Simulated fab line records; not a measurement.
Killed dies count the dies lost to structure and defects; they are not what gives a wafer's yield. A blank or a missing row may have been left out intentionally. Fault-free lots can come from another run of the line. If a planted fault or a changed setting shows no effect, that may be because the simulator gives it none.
Chamber matching    flow n5-finfet    3 sister chambers for N5_BEOL_M8_DEP_56 on pecvd-03
The step deposits SiCN from 3MS/NH3, target thk 10 nm, time 17.5 s. 16 wafers are shown with their chamber, then 8 later ones without.

== WAFERS PAIRED WITH THEIR CHAMBERS ==
wafer   chamber  showerhead-plenum-p-Torr (Torr)  throttle-valve-pct (%)
L075.1  2        3.658                            8.6
L075.2  1        3.673                            9.6
L075.4  0        3.690                            9.8
L078.1  1        3.662                            10.0
L078.3  0        3.692                            9.5
L078.5  2        3.664                            8.9
L077.2  1        3.669                            9.6
L077.3  0        3.701                            9.6
L077.4  2        3.664                            8.8
L085.2  1        3.673                            9.4
L085.3  2        3.670                            8.8
L085.6  2        3.667                            8.9
L086.3  0        3.704                            9.4
L086.4  2        3.668                            9.1
L086.6  0        3.690                            9.7
L087.1  0        3.685                            9.8

SIGNATURES (averages over the wafers above)
reading                   chamber 0  chamber 1  chamber 2  scatter within a chamber
showerhead-plenum-p-Torr  3.69367    3.66925    3.66517    0.00578
throttle-valve-pct        9.633      9.650      8.850      0.188
Rule: for a wafer and a chamber, the distance is found by dividing, reading by reading, the gap between the wafer's reading and the chamber's mean by the reading's scatter, squaring, summing and taking the root. If the next closest chamber is less than 2 further off than the closest, the wafer can't be placed; otherwise it belongs to the closest. How the scatter is found: for the shown wafers, subtract from each reading the mean of its chamber, square and add these, divide the total by (wafers less chambers), then take the root.

== WAFERS MISSING THEIR CHAMBER ==
wafer   showerhead-plenum-p-Torr (Torr)  throttle-valve-pct (%)
L087.2  3.664                            9.8
L087.5  3.679                            9.7
L090.1  3.688                            9.7
L090.2  3.685                            9.4
L090.3  3.661                            8.9
L090.4  3.701                            9.7
L090.5  3.671                            8.9
L090.6  3.675                            9.6

== THE CHAMBER EACH PASSED THROUGH ==
wafer   from the rows above      in truth
L087.2  1                        1
L087.5  can't be placed: 1 or 0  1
L090.1  0                        0
L090.2  can't be placed: 0 or 1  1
L090.3  2                        2
L090.4  0                        0
L090.5  2                        2
L090.6  1                        1
Correct placement for 6 of the 8. Not placeable from these rows: 2 (in 2, the candidates include the true chamber). Number placed wrongly: 0.
